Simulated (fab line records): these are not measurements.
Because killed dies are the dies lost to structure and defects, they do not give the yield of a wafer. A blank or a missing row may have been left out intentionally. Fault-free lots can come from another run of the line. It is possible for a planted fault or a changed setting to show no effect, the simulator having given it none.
Lot-split experiment / flow n5Finfet / route with 1938 steps; 7 lots, 21 wafers read

## THE SPLIT
At N5_STI_FIN_REVEAL_ETCHBACK_08 (etches SiO2 in C4F6/O2, target depth 30.5 nm, time 10.167 s), the setting timeS was moved away from the recipe's 10.167 s on 7 of the 21 wafers read, by -11.7% to +20.9%. This setting was run at the recipe's value on the other wafers.

## FROM THE SPLIT TO THE READING: what the file shows between them, 4 steps
- N5_STI_FIN_REVEAL_PRECLEAN_17: cleans in NF3:NH3, afs cycles 1, time 20 s, sublimation time 60 s (also split here: timeS)
- N5_STI_FIN_REVEAL_ETCH_34: etches Si in H2, material Si, target depth 0.97 nm
- N5_STI_FIN_REVEAL_OXIDATION_31: chemistry O2 PLASMA REMOTE, time 20 s
- N5_STI_FIN_REVEAL_SRD_23: time 30 s

## THE READING
trenchDepthNm, in nm, at N5_STI_FIN_REVEAL_FIN_H_MEAS_10. On this fab line, fault-free wafers typically give 51.6 nm with a standard deviation of 0.75 nm.

wafer=L075.1; tool, chamber at the split=rieDiel-03, 0,1; timeS as run, s=12.29; against the recipe=+20.9%; trenchDepthNm, nm=56.8; against lot-mates on the recipe=+5.3
wafer=L075.2; tool, chamber at the split=rieDiel-03, 1; timeS as run, s=10.167; against the recipe=recipe; trenchDepthNm, nm=51.5; against lot-mates on the recipe=-
wafer=L075.4; tool, chamber at the split=rieDiel-03, 0,1; timeS as run, s=12.29; against the recipe=+20.9%; trenchDepthNm, nm=57.5; against lot-mates on the recipe=+6.0
wafer=L086.2; tool, chamber at the split=rieDiel-01, 0,2,3; timeS as run, s=10.167; against the recipe=recipe; trenchDepthNm, nm=51.7; against lot-mates on the recipe=-
wafer=L086.3; tool, chamber at the split=rieDiel-01, 0,2,3; timeS as run, s=10.167; against the recipe=recipe; trenchDepthNm, nm=51.8; against lot-mates on the recipe=-
wafer=L086.4; tool, chamber at the split=rieDiel-01, 0,2,3; timeS as run, s=10.167; against the recipe=recipe; trenchDepthNm, nm=52.2; against lot-mates on the recipe=-
wafer=L087.2; tool, chamber at the split=rieDiel-01, 0,2; timeS as run, s=10.167; against the recipe=recipe; trenchDepthNm, nm=51.5; against lot-mates on the recipe=-
wafer=L087.4; tool, chamber at the split=rieDiel-01, 0,2; timeS as run, s=10.167; against the recipe=recipe; trenchDepthNm, nm=52.1; against lot-mates on the recipe=-
wafer=L087.5; tool, chamber at the split=rieDiel-01, 1; timeS as run, s=11.51; against the recipe=+13.2%; trenchDepthNm, nm=55.3; against lot-mates on the recipe=+3.5
wafer=L090.1; tool, chamber at the split=rieDiel-06, 0,2; timeS as run, s=10.167; against the recipe=recipe; trenchDepthNm, nm=52.3; against lot-mates on the recipe=-
wafer=L090.3; tool, chamber at the split=rieDiel-06, 0,2; timeS as run, s=10.167; against the recipe=recipe; trenchDepthNm, nm=52.1; against lot-mates on the recipe=-
wafer=L090.4; tool, chamber at the split=rieDiel-06, 3; timeS as run, s=10.78; against the recipe=+6.0%; trenchDepthNm, nm=54.8; against lot-mates on the recipe=+2.6
wafer=L091.1; tool, chamber at the split=rieDiel-06, 0,3; timeS as run, s=11.97; against the recipe=+17.7%; trenchDepthNm, nm=56.1; against lot-mates on the recipe=+4.2
wafer=L091.3; tool, chamber at the split=rieDiel-06, 0,3; timeS as run, s=11.97; against the recipe=+17.7%; trenchDepthNm, nm=58.0; against lot-mates on the recipe=+6.1
wafer=L091.5; tool, chamber at the split=rieDiel-06, 2; timeS as run, s=10.167; against the recipe=recipe; trenchDepthNm, nm=51.9; against lot-mates on the recipe=-
wafer=L092.2; tool, chamber at the split=rieDiel-01, 1,0,3; timeS as run, s=10.167; against the recipe=recipe; trenchDepthNm, nm=51.8; against lot-mates on the recipe=-
wafer=L092.3; tool, chamber at the split=rieDiel-01, 1,0,3; timeS as run, s=10.167; against the recipe=recipe; trenchDepthNm, nm=50.4; against lot-mates on the recipe=-
wafer=L092.5; tool, chamber at the split=rieDiel-01, 1,0,3; timeS as run, s=10.167; against the recipe=recipe; trenchDepthNm, nm=51.9; against lot-mates on the recipe=-
wafer=L093.1; tool, chamber at the split=rieDiel-03, 3; timeS as run, s=8.975; against the recipe=-11.7%; trenchDepthNm, nm=47.6; against lot-mates on the recipe=-3.9
wafer=L093.4; tool, chamber at the split=rieDiel-03, 1,0; timeS as run, s=10.167; against the recipe=recipe; trenchDepthNm, nm=51.8; against lot-mates on the recipe=-
wafer=L093.5; tool, chamber at the split=rieDiel-03, 1,0; timeS as run, s=10.167; against the recipe=recipe; trenchDepthNm, nm=51.3; against lot-mates on the recipe=-
Where a row lists several chambers, the file gives one row for several wafers and doesn't say which wafer went through which chamber.

THE FIT
A straight line over all 21 wafers: trenchDepthNm changes by +0.287 nm for each +1% of timeS; r = +0.97; the points scatter about the line by 0.66 nm.
The same after taking each lot's own level away (the mean of its wafers on the recipe; 21 wafers): +0.286 nm for each +1%; r = +0.98; scatter 0.53 nm.
That fit puts the effect of the largest move of timeS on the reading at 6 nm.
Measured against the standard deviation above, the lots' own levels, which go from 51.37 to 52.20 nm, span 1.1 times it.
Consequently the slope shifts little with the lot-to-lot level, the two slopes agreeing.
Check: +6.15 nm against its lot-mates is what the line predicts for one of the wafers moved furthest among these (+20.9%) when that wafer is left out of the fit. It came out at +5.3 nm against them.

## OTHER SPLITS APPLIED TO THESE WAFERS
Before the reading, these wafers also passed through other splits. Each is held against what the fit with the lots' levels taken away leaves over:
other split on the same wafers=N5_WELL_APT_COAT_02 spinRpm; wafers away from the commonest value=8; r with trenchDepthNm (lot level and that fit taken away)=-0.16
other split on the same wafers=N5_WELL_APT_PEB_06 pebTimeS; wafers away from the commonest value=7; r with trenchDepthNm (lot level and that fit taken away)=+0.03
other split on the same wafers=N5_PMOS_HMC_CHANNEL_EPI_EXPOSE_06 doseMj; wafers away from the commonest value=7; r with trenchDepthNm (lot level and that fit taken away)=-0.15
other split on the same wafers=N5_PMOS_HMC_CHANNEL_EPI_DESCUM_14 timeS; wafers away from the commonest value=6; r with trenchDepthNm (lot level and that fit taken away)=-0.06
other split on the same wafers=N5_FIN_SAQP_HM_DEP_72 timeS; wafers away from the commonest value=4; r with trenchDepthNm (lot level and that fit taken away)=+0.01
other split on the same wafers=N5_FIN_SAQP_EXPOSE_13 doseMj; wafers away from the commonest value=10; r with trenchDepthNm (lot level and that fit taken away)=-0.12
other split on the same wafers=N5_STI_FIN_REVEAL_PRECLEAN_17 timeS; wafers away from the commonest value=7; r with trenchDepthNm (lot level and that fit taken away)=+0.33

## FILE'S OWN FIT
trenchDepthNm changes by +0.289 nm for each +1% of timeS, r = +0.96.
